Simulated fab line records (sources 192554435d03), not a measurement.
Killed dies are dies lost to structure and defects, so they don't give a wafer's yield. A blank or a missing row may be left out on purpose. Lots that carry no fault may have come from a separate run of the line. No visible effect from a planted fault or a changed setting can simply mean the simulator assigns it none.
A struck lot beside a sound one / flow n5-finfet / 28 steps out of a route of 1938
Sound: these wafers, L298.3, L298.5, L298.6. Struck: wafer L304.5 (left out: L304.4, L304.6 of the same lot, which were not struck); the cause appears at the end.
At each step with rows: each side's tool, then ch and its chambers, then its first start. Under that, the readings that differ: sound wafers / struck wafers / difference of the means / sigmas: that difference in standard deviations of wafers without a fault.
alike: a reading whose means differ by less than 2 such deviations, as well as words and numbers matching on both sides. not compared: withheld readings; readings where some wafer has no value; bounds like >300 that might hide an equal value; numbers whose values overlap and for which the record gives no deviation.
A row with sigmas, a row that says differs or no value, or rows on one side alone: a step with any of these is where the two part. When numbers do not overlap yet have no deviation, they are printed without sigmas and do not part them. A reading missing from all wafers of one side parts the sides only when that side holds two or more wafers.

N5_WELL_APT_RTA_34: time 10 s.
  sound on rtp-anneal-01 ch 0, day 1 22:14; struck on rtp-anneal-02 ch 0, day 3 09:44
  alike: lamp-power-pct, lamp_zone_4_pct, wafer_temp_C_max
then, 4 steps without rows for these wafers: N5_WELL_APT_OXIDE_STRIP_42 (strips SiO2 in dHF, time 45 s, target depth 12 nm); N5_WELL_APT_PRECLEAN_36 (cleans in O3/DIW, time 45 s); N5_WELL_APT_PRECLEAN_39 (cleans in dHF, time 60 s); N5_WELL_APT_SRD_37 (time 30 s).
N5_WELL_APT_EPI_41: deposits Si from SiH4/H2, target thk 50 nm, time 297.7 s.
  sound on epi-rpcvd-02 ch 0, day 1 22:42; struck on epi-rpcvd-04 ch 0, day 3 10:13
reading=throttle-valve-pct (%); sound=10.86 10.55 10.65; struck=11.24; difference=+0.55; sigmas=+3
  alike: chamber-pressure-Torr
N5_WELL_APT_INSPECT_38: inspects for defects (darkfield).
  struck on defect-inspect-02, day 3 10:34; sound on defect-inspect-02, day 1 23:16
  alike: raw-defect-count
then, 5 steps without rows for these wafers: N5_PMOS_HMC_CHANNEL_EPI_HM_DEP_34 (deposits SiO2 from TEOS/O2, target thk 36 nm, time 6.9 s); N5_PMOS_HMC_CHANNEL_EPI_COAT_31 (time 60 s, resist thk 66 nm); N5_PMOS_HMC_CHANNEL_EPI_COAT_03 (resist thk 205 nm); N5_PMOS_HMC_CHANNEL_EPI_EBR_05; N5_PMOS_HMC_CHANNEL_EPI_SOFTBAKE_04 (time 60 s).
N5_PMOS_HMC_CHANNEL_EPI_EXPOSE_06: exposes mask PMOS HMC BLK, target cd 240 nm.
  sound on arfi-scanner-02 ch 0, day 1 23:36; struck on arfi-scanner-02 ch 0, day 3 10:46
  alike: mask
then, 2 steps without rows for these wafers: N5_PMOS_HMC_CHANNEL_EPI_PEB_07 (peb time 60 s); N5_PMOS_HMC_CHANNEL_EPI_DEVELOP_08 (develop time 30 s).
N5_PMOS_HMC_CHANNEL_EPI_CD_MEAS_09 targets a cd of 237.4 nm.
  sound on cd-sem-03 ch 0, day 1 23:43; struck on cd-sem-02 ch 0, day 3 10:53
reading=cd-nm (nm); sound=236.5 235.9 236.0; struck=260.1; difference=+24.0; sigmas=+26
N5_PMOS_HMC_CHANNEL_EPI_OVL_MEAS_10:
  sound on overlay-01 ch 0, day 1 23:44; struck on overlay-01 ch 0, day 3 10:54
reading=PMOS_HMC_BLK_OVL (nm); sound=2.0 0.2 1.6; struck=-0.5; difference=-1.8; sigmas=-2
N5_PMOS_HMC_CHANNEL_EPI_INSPECT_11: inspects for defects (macro).
  struck on defect-inspect-01, day 3 10:56; sound on defect-inspect-01, day 1 23:46
reading=raw-defect-count; sound=5 1 4; struck=0; difference=-3; sigmas=-2
N5_PMOS_HMC_CHANNEL_EPI_DESCUM_14: chemistry O2, time 7.9 s.
  sound on rie-diel-06 ch 0,1, day 1 23:48; struck on rie-diel-05 ch 0, day 3 11:04
reading=model.PMOS_HMC_CHANNEL_EPI.cd-nm (nm); sound=236.4 236.2 236.1; struck=259.8; difference=+23.6; sigmas=
  alike: drypump-motor-current-A, oes-product-au, rf-vpp-V, showerhead-plenum-p-Torr, throttle-valve-pct
  not compared: rf-hours-counter-h
N5_PMOS_HMC_CHANNEL_EPI_ETCH_32: etches BARC in N2/H2, stops on SiO2, target depth 85.8 nm, time 50.3 s.
  sound on rie-diel-06 ch 0,1, day 1 23:50; struck on rie-diel-05 ch 0, day 3 11:06
  alike: drypump-motor-current-A, oes-product-au, rf-vpp-V, showerhead-plenum-p-Torr, throttle-valve-pct
  not compared: rf-hours-counter-h
then, 1 step without rows for these wafers: N5_PMOS_HMC_CHANNEL_EPI_HM_OPEN_15 (chemistry CHF3/O2, target SiO2, target depth 40.6 nm, time 20.3 s).
N5_PMOS_HMC_CHANNEL_EPI_STRIP_33: strips in N2/H2.
  sound on rie-diel-06 ch 0,1, day 1 23:56; struck on rie-diel-05 ch 0, day 3 11:12
  alike: drypump-motor-current-A, oes-product-au, rf-vpp-V, showerhead-plenum-p-Torr, throttle-valve-pct
  not compared: rf-hours-counter-h
then, 1 step without rows for these wafers: N5_PMOS_HMC_CHANNEL_EPI_STRIP_17 (strips in SPM, time 750 s).
N5_PMOS_HMC_CHANNEL_EPI_ETCH_38: etches SiO2 in CF4, target depth 1.5 nm.
  sound on rie-si-04 ch 0,1,3, day 2 00:27; struck on rie-si-04 ch 0, day 3 11:30
  alike: drypump-motor-current-A, oes-product-au, throttle-valve-pct
  not compared: rf-hours-counter-h
N5_PMOS_HMC_CHANNEL_EPI_FIN_RECESS_16: chemistry HBr/Cl2, target Si, target depth 54 nm, time 18 s.
  sound on rie-si-04 ch 0,1,3, day 2 00:28; struck on rie-si-04 ch 0, day 3 11:31
reading=model.PMOS_HMC_CHANNEL_EPI.cd-nm (nm); sound=238.3 238 238.5; struck=261.8; difference=+23.5; sigmas=
  alike: drypump-motor-current-A, oes-product-au, throttle-valve-pct
  not compared: rf-hours-counter-h
then, 1 step without rows for these wafers: N5_PMOS_HMC_CHANNEL_EPI_PRECLEAN_36 (cleans in O3/DIW, time 45 s).
-- record jumps: 7 days separate the struck wafers' starts on either side; left off in module PMOS_HMC_CHANNEL_EPI, taken up again in module BEOL_M4, whose first shown step is the route's number 1111 --
N5_BEOL_M4_RC_MEAS_101:
  sound on prober-02 ch 0, day 8 22:38; struck on prober-02 ch 0, day 9 23:36
reading=IOFF_N (nA/um); sound=0.138 0.128 0.135; struck=0.207; difference=+0.073; sigmas=+3
reading=IOFF_P (nA/um); sound=0.19 0.18 0.20; struck=0.27; difference=+0.08; sigmas=+2
reading=ION_N (uA/um); sound=664 685 663; struck=700; difference=+29; sigmas=+2
  alike: DIBL_N, DIBL_P, ION_P, SS_N, SS_P, VT_N, VT_P
-- the record jumps here: 5 days lie between the struck wafers' starts before and after (it left off in module BEOL_M4 and takes up again in module PASSIVATION, whose first step shown is number 1936 of the route) --
N5_PASSIVATION_PROBE_49:
  struck on prober-01, day 14 23:09; sound on prober-01, day 13 05:25
  alike: defect-limited-yield, killed_at_M0_to_M3, killed_at_M4_up, killed-at-contacts, killed-at-front-end, killed-at-other, killed-dies, killed-open, killed-short, sort_bin_5_function, sort_bin_6_memory, sort_bin_8_speed, sort-n-pass, sort-yield-pct

## WHERE THEY PART
Last at N5_BEOL_M4_RC_MEAS_101 as far as this record goes, first at N5_WELL_APT_EPI_41. Later steps at which nothing parts them and some readings are alike: N5_PASSIVATION_PROBE_49.

WHY: whatever the simulator had introduced
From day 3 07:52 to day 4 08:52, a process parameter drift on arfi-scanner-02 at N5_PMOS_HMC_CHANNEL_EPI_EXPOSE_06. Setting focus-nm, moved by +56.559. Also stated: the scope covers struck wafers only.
